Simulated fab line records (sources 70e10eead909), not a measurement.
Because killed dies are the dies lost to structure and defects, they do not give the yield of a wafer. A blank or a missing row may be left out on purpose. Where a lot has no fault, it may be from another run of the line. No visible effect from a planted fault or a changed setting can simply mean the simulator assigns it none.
fab line records + flow nandHarc
record:
- lots: 14
- wafers: 42
- lastDay: 32
route steps=1302 shown P_M2@339 P_BONDPAD@353
lots untouched by any fault: they come from a run of this same line in which no faults occurred
startH: start of the lot's first displayed wafer, in hours after the record's first day + waitH: time in hours since the lot's previous step + " unchanged from the row above + L1.1+2: one row covering several wafers at once + - no value present, or no start provided + * or withheld: withheld + < > ~ a bound
route shown NAME@n: NAME is a module with steps in the file, n the number in the route of the first one + usual: mean/standard deviation of fault-free wafers + same: alike in all rows + chamber/n: place in a boat + sites: the reading at each site + _std_site: their standard deviation + _edge_site: outer sites' mean less inner sites' + radiusMm: how far each site lies from the wafer's centre + mask NAME#n: copy n + behind: the most recent tool/chamber to have shaped the wafer + hold: why the lot went on hold/how many hours it stayed there/how the hold came to an end + device: which transistor (n, p or np) failed to switch + end of line: tests run on the same wafers once the route is complete + step lacking rows: just its recipe + killed: the dies lost at the first sort to structure and to defects; this is not the yield of the wafer + map: shows each die of a wafer: x if killed, . if not, _ if none is there
set.NAME: the setting as run; set.NAME@STEP: as run at that earlier step + model.NAME: the simulator's own value behind a step, which no gauge read
route steps across a sampled set of lots; one table per step, one row per wafer
services: a tool's chamber out of use, with start hour (startH, from the record's first day; less than 0 if before it), hours out, and reason
== steps ==
step: NHARC_P_M2_PRE_CLEAN_30
recipe:
- timeS: 30
- tempC: 280
- gas: H2/He
usual:
- heaterPowerW: 413/40
| lot.wafer | tool          | chamber | startH | waitH | heaterPowerW |
|-----------|---------------|---------|--------|-------|--------------|
| L475.1    | pvdSputter-03 | -       | -      | -     | 341          |
| L475.6    | "             | -       | "      | "     | 342          |
| L475.5    | "             | -       | "      | "     | 365          |
| L476.2    | pvdSputter-02 | -       | -      | -     | 491          |
| L476.4    | "             | -       | "      | "     | 433          |
| L476.5    | "             | -       | "      | "     | 492          |
| L478.4    | pvdSputter-03 | -       | -      | -     | 472          |
| L478.3    | "             | -       | "      | "     | 346          |
| L478.5    | "             | -       | "      | "     | 360          |
| L479.1    | pvdSputter-02 | -       | -      | -     | 489          |
| L479.3    | "             | -       | "      | "     | 447          |
| L479.4    | "             | -       | "      | "     | 446          |
| L480.1    | pvdSputter-01 | -       | -      | -     | 418          |
| L480.3    | "             | -       | "      | "     | 430          |
| L480.2    | "             | -       | "      | "     | 403          |
| L483.2    | pvdSputter-02 | -       | -      | -     | 450          |
| L483.4    | "             | -       | "      | "     | 452          |
| L483.5    | "             | -       | "      | "     | 434          |
| L484.2    | pvdSputter-03 | -       | -      | -     | 429          |
| L484.3    | "             | -       | "      | "     | 361          |
| L484.6    | "             | -       | "      | "     | 367          |
| L486.3    | pvdSputter-01 | -       | -      | -     | 431          |
| L486.4    | "             | -       | "      | "     | 416          |
| L486.5    | "             | -       | "      | "     | 429          |
| L489.3    | pvdSputter-01 | -       | -      | -     | 394          |
| L489.1    | "             | -       | "      | "     | 419          |
| L489.6    | "             | -       | "      | "     | 423          |
| L490.1    | pvdSputter-01 | -       | -      | -     | 393          |
| L490.4    | "             | -       | "      | "     | 385          |
| L490.5    | "             | -       | "      | "     | 422          |
| L491.3    | pvdSputter-03 | -       | -      | -     | 418          |
| L491.2    | "             | -       | "      | "     | 452          |
| L491.6    | "             | -       | "      | "     | 433          |
| L492.3    | pvdSputter-01 | -       | -      | -     | 391          |
| L492.4    | "             | -       | "      | "     | 383          |
| L492.5    | "             | -       | "      | "     | 418          |
| L493.2    | pvdSputter-03 | -       | -      | -     | 450          |
| L493.1    | "             | -       | "      | "     | 359          |
| L493.5    | "             | -       | "      | "     | 429          |
| L496.4    | pvdSputter-03 | -       | -      | -     | 357          |
| L496.2    | "             | -       | "      | "     | 437          |
| L496.5    | "             | -       | "      | "     | 371          |
step: NHARC_P_M2_PVD_20
recipe:
- targetThkA: 50
- biasV: 168.6
- powerW: 15000
- chamberPressurePa: 0.12
- timeS: 8.06
- substrateTempC: 50
- material: TaN
usual:
- throttleValvePct: 30.1/1.1
| lot.wafer | tool          | chamber | startH | waitH | throttleValvePct |
|-----------|---------------|---------|--------|-------|------------------|
| L475.1    | pvdSputter-03 | -       | -      | -     | 31.3             |
| L475.6    | "             | -       | "      | "     | 31.0             |
| L475.5    | "             | -       | "      | "     | 29.0             |
| L476.4    | pvdSputter-02 | -       | -      | -     | 31.6             |
| L476.2    | "             | -       | "      | "     | 27.7             |
| L476.5    | "             | -       | "      | "     | 29.6             |
| L478.4    | pvdSputter-03 | -       | -      | -     | 30.1             |
| L478.3    | "             | -       | "      | "     | 31.3             |
| L478.5    | "             | -       | "      | "     | 30.3             |
| L479.1    | pvdSputter-02 | -       | -      | -     | 31.8             |
| L479.3    | "             | -       | "      | "     | 30.5             |
| L479.4    | "             | -       | "      | "     | 27.7             |
| L480.3    | pvdSputter-01 | -       | -      | -     | 31.0             |
| L480.1    | "             | -       | "      | "     | 30.7             |
| L480.2    | "             | -       | "      | "     | 30.0             |
| L483.2    | pvdSputter-02 | -       | -      | -     | 31.9             |
| L483.4    | "             | -       | "      | "     | 27.4             |
| L483.5    | "             | -       | "      | "     | 29.5             |
| L484.3    | pvdSputter-03 | -       | -      | -     | 28.7             |
| L484.2    | "             | -       | "      | "     | 29.7             |
| L484.6    | "             | -       | "      | "     | 28.8             |
| L486.3    | pvdSputter-01 | -       | -      | -     | 31.1             |
| L486.4    | "             | -       | "      | "     | 29.4             |
| L486.5    | "             | -       | "      | "     | 31.4             |
| L489.3    | pvdSputter-01 | -       | -      | -     | 30.4             |
| L489.1    | "             | -       | "      | "     | 31.6             |
| L489.6    | "             | -       | "      | "     | 30.1             |
| L490.1    | pvdSputter-01 | -       | -      | -     | 30.1             |
| L490.4    | "             | -       | "      | "     | 29.2             |
| L490.5    | "             | -       | "      | "     | 31.5             |
| L491.3    | pvdSputter-03 | -       | -      | -     | 31.4             |
| L491.2    | "             | -       | "      | "     | 28.8             |
| L491.6    | "             | -       | "      | "     | 29.8             |
| L492.3    | pvdSputter-01 | -       | -      | -     | 29.1             |
| L492.4    | "             | -       | "      | "     | 31.8             |
| L492.5    | "             | -       | "      | "     | 30.2             |
| L493.2    | pvdSputter-03 | -       | -      | -     | 28.9             |
| L493.1    | "             | -       | "      | "     | 31.2             |
| L493.5    | "             | -       | "      | "     | 29.6             |
| L496.4    | pvdSputter-03 | -       | -      | -     | 29.6             |
| L496.2    | "             | -       | "      | "     | 31.9             |
| L496.5    | "             | -       | "      | "     | 29.6             |
step: NHARC_P_BONDPAD_THK_MEAS_33
recipe:
- thkMeasGauge: ellipsometry
usual:
- thkNm: 200.1/1.7
| lot.wafer | tool         | chamber | startH | waitH | thkNm |
|-----------|--------------|---------|--------|-------|-------|
| L475.1    | filmMetro-02 | -       | 133.59 | 0.2   | 196.5 |
| L475.5    | "            | -       | "      | "     | 201.9 |
| L475.6    | "            | -       | "      | "     | 200.6 |
| L476.2    | filmMetro-02 | -       | 148.55 | 0.2   | 200.8 |
| L476.4    | "            | -       | "      | "     | 204.1 |
| L476.5    | "            | -       | "      | "     | 200.4 |
| L478.3    | filmMetro-01 | -       | 163.85 | 0.2   | 198.9 |
| L478.4    | "            | -       | "      | "     | 202.4 |
| L478.5    | "            | -       | "      | "     | 198.6 |
| L479.1    | filmMetro-02 | -       | 171.38 | 0.2   | 200.8 |
| L479.3    | "            | -       | "      | "     | 200.4 |
| L479.4    | "            | -       | "      | "     | 200.9 |
| L480.1    | filmMetro-01 | -       | 187.71 | 0.1   | 198.7 |
| L480.2    | "            | -       | "      | "     | 197.5 |
| L480.3    | "            | -       | "      | "     | 198.2 |
| L483.2    | filmMetro-02 | -       | 222.25 | 0.2   | 199.7 |
| L483.4    | "            | -       | "      | "     | 199.4 |
| L483.5    | "            | -       | "      | "     | 199.1 |
| L484.2    | filmMetro-02 | -       | 229.46 | 0.2   | 198.2 |
| L484.3    | "            | -       | "      | "     | 200.0 |
| L484.6    | "            | -       | "      | "     | 202.1 |
| L486.3    | filmMetro-02 | -       | 252.67 | 0.2   | 200.8 |
| L486.4    | "            | -       | "      | "     | 196.6 |
| L486.5    | "            | -       | "      | "     | 202.8 |
| L489.1    | filmMetro-02 | -       | 280.71 | 0.2   | 199.5 |
| L489.3    | "            | -       | "      | "     | 199.9 |
| L489.6    | "            | -       | "      | "     | 200.8 |
| L490.1    | filmMetro-02 | -       | 291.76 | 0.2   | 197.5 |
| L490.4    | "            | -       | "      | "     | 200.6 |
| L490.5    | "            | -       | "      | "     | 198.2 |
| L491.2    | filmMetro-01 | -       | 295.34 | 0.2   | 197.2 |
| L491.3    | "            | -       | "      | "     | 199.2 |
| L491.6    | "            | -       | "      | "     | 203.3 |
| L492.3    | filmMetro-01 | -       | 307.55 | 0.2   | 202.5 |
| L492.4    | "            | -       | "      | "     | 201.6 |
| L492.5    | "            | -       | "      | "     | 201.7 |
| L493.1    | filmMetro-02 | -       | 316.45 | 0.2   | 197.8 |
| L493.2    | "            | -       | "      | "     | 198.6 |
| L493.5    | "            | -       | "      | "     | 198.1 |
| L496.2    | filmMetro-01 | -       | 341.01 | 0.2   | 199.6 |
| L496.4    | "            | -       | "      | "     | 200.7 |
| L496.5    | "            | -       | "      | "     | 201.7 |
step: NHARC_P_BONDPAD_EXPOSE_06
recipe:
- na: 0.55
- doseMj: 37.06
- maskId: P_BPAD
usual:
- exposureDoseMJCm2: 37.25/0.22
- focusOffsetNm: 0.1/0.52
| lot.wafer | tool          | chamber | startH | waitH | mask     | exposureDoseMJCm2 | focusOffsetNm |
|-----------|---------------|---------|--------|-------|----------|-------------------|---------------|
| L475.1    | krfScanner-03 | 0       | 134.01 | -     | P_BPAD#0 | 37.02             | -0.4          |
| L475.5    | "             | 0       | "      | "     | P_BPAD#0 | 37.02             | 0.1           |
| L475.6    | "             | 0       | "      | "     | P_BPAD#0 | 37.02             | -0.4          |
| L476.2    | krfScanner-04 | 0       | 148.97 | -     | P_BPAD#0 | 37.00             | 0.8           |
| L476.4    | "             | 0       | "      | "     | P_BPAD#0 | 37.07             | -0.5          |
| L476.5    | "             | 0       | "      | "     | P_BPAD#0 | 37.03             | 0.3           |
| L478.3    | krfScanner-03 | 0       | 164.15 | -     | P_BPAD#0 | 37.05             | 0.0           |
| L478.4    | "             | 0       | "      | "     | P_BPAD#0 | 37.04             | -0.4          |
| L478.5    | "             | 0       | "      | "     | P_BPAD#0 | 37.03             | 0.3           |
| L479.1    | krfScanner-01 | 0       | 171.80 | -     | P_BPAD#0 | 37.46             | -0.1          |
| L479.3    | "             | 0       | "      | "     | P_BPAD#0 | 37.45             | 0.1           |
| L479.4    | "             | 0       | "      | "     | P_BPAD#0 | 37.43             | -0.1          |
| L480.1    | krfScanner-01 | 0       | 188.00 | -     | P_BPAD#0 | 37.47             | 0.5           |
| L480.2    | "             | 0       | "      | "     | P_BPAD#0 | 37.52             | 1.0           |
| L480.3    | "             | 0       | "      | "     | P_BPAD#0 | 37.47             | -0.7          |
| L483.2    | krfScanner-01 | 0       | 222.56 | -     | P_BPAD#0 | 37.52             | -0.5          |
| L483.4    | "             | 0       | "      | "     | P_BPAD#0 | 37.53             | -0.1          |
| L483.5    | "             | 0       | "      | "     | P_BPAD#0 | 37.48             | 0.4           |
| L484.2    | krfScanner-01 | 0       | 229.76 | -     | P_BPAD#0 | 37.42             | -0.8          |
| L484.3    | "             | 0       | "      | "     | P_BPAD#0 | 37.53             | -0.7          |
| L484.6    | "             | 0       | "      | "     | P_BPAD#0 | 37.50             | 0.0           |
| L486.3    | krfScanner-03 | 0       | 253.09 | -     | P_BPAD#0 | 37.06             | -0.4          |
| L486.4    | "             | 0       | "      | "     | P_BPAD#0 | 37.09             | 0.3           |
| L486.5    | "             | 0       | "      | "     | P_BPAD#0 | 37.08             | 0.3           |
| L489.1    | krfScanner-03 | 0       | 281.01 | -     | P_BPAD#0 | 37.00             | -0.4          |
| L489.3    | "             | 0       | "      | "     | P_BPAD#0 | 37.04             | -0.2          |
| L489.6    | "             | 0       | "      | "     | P_BPAD#0 | 37.01             | 0.2           |
| L490.1    | krfScanner-01 | 0       | 292.18 | -     | P_BPAD#0 | 37.51             | 1.3           |
| L490.4    | "             | 0       | "      | "     | P_BPAD#0 | 37.41             | -0.1          |
| L490.5    | "             | 0       | "      | "     | P_BPAD#0 | 37.46             | 0.5           |
| L491.2    | krfScanner-03 | -       | 295.77 | -     | P_BPAD#0 | -                 | -             |
| L491.3    | "             | -       | "      | "     | P_BPAD#0 | -                 | -             |
| L491.6    | "             | -       | "      | "     | P_BPAD#0 | -                 | -             |
| L492.3    | krfScanner-01 | -       | 307.98 | -     | P_BPAD#0 | -                 | -             |
| L492.4    | "             | -       | "      | "     | P_BPAD#0 | -                 | -             |
| L492.5    | "             | -       | "      | "     | P_BPAD#0 | -                 | -             |
| L493.1    | krfScanner-03 | 0       | 316.87 | -     | P_BPAD#0 | 37.02             | -0.4          |
| L493.2    | "             | 0       | "      | "     | P_BPAD#0 | 37.02             | 0.6           |
| L493.5    | "             | 0       | "      | "     | P_BPAD#0 | 37.06             | -0.3          |
| L496.2    | krfScanner-03 | 0       | 341.30 | -     | P_BPAD#0 | 37.06             | 0.2           |
| L496.4    | "             | 0       | "      | "     | P_BPAD#0 | 37.05             | 0.0           |
| L496.5    | "             | 0       | "      | "     | P_BPAD#0 | 37.02             | -0.3          |
== services ==
| tool          | chamber | startH | hours | kind        |
|---------------|---------|--------|-------|-------------|
| krfScanner-01 | -       | 108.27 | 0.3   | repair      |
| krfScanner-03 | -       | 110.86 | 0.2   | repair      |
| krfScanner-03 | -       | 114.65 | 0.2   | repair      |
| krfScanner-04 | -       | 127.74 | 4.3   | repair      |
| krfScanner-01 | -       | 140.00 | 4.0   | pm          |
| krfScanner-03 | 0       | 153.70 | -     | calibration |
| krfScanner-04 | -       | 156.35 | -     | calibration |
| pvdSputter-01 | -       | 156.94 | 2.0   | repair      |
| pvdSputter-03 | -       | 170.03 | 10.0  | pm          |
| krfScanner-04 | -       | 182.01 | 4.0   | pm          |
| krfScanner-01 | 0       | 198.45 | -     | calibration |
| pvdSputter-03 | -       | 198.86 | 4.8   | repair      |
| krfScanner-04 | -       | 209.49 | 0.4   | repair      |
| krfScanner-04 | -       | 221.43 | 3.9   | repair      |
| krfScanner-03 | -       | 222.07 | 0.1   | repair      |
| krfScanner-03 | -       | 224.00 | 4.0   | pm          |
| pvdSputter-01 | -       | 226.00 | 10.0  | pm          |
| krfScanner-01 | -       | 234.29 | 0.5   | repair      |
| krfScanner-04 | -       | 280.89 | 6.2   | repair      |
| pvdSputter-02 | -       | 282.00 | 10.0  | pm          |
| pvdSputter-03 | -       | 290.47 | 0.6   | repair      |
| krfScanner-01 | -       | 305.16 | 0.7   | repair      |
| krfScanner-01 | -       | 312.00 | 4.0   | pm          |
| krfScanner-03 | 0       | 320.93 | -     | calibration |
== key ==
firstSign:
- step: NHARC_P_BONDPAD_EXPOSE_06
- reading: toolRecord
- direction: missing
effect none on later readings
metAt NHARC_P_BONDPAD_EXPOSE_06
struckLots L491,L492
laterRowsLeftOut L491.2,L491.3,L491.6,L492.3,L492.4,L492.5
sortLeftOut L491.2,L491.3,L491.6,L492.3,L492.4,L492.5
notActingAt NHARC_P_M2_PRE_CLEAN_30,NHARC_P_M2_PVD_20,NHARC_P_BONDPAD_THK_MEAS_33
onsetBetween 292.18 295.77
fault:
- kind: skippedStepWhole
- tool: krfScanner-01,krfScanner-03
- chamber: -
- onsetH: 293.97
- steps: NHARC_P_BONDPAD_EXPOSE_06
- scope: struckLotsOnly
sortLeftOut: the simulated sort isn't trusted on such a fault, so these wafers' sort isn't shown, and their yield isn't known
laterRowsLeftOut: the simulator's readings of these wafers behind a module that went badly wrong aren't trusted and aren't shown, but for the sort
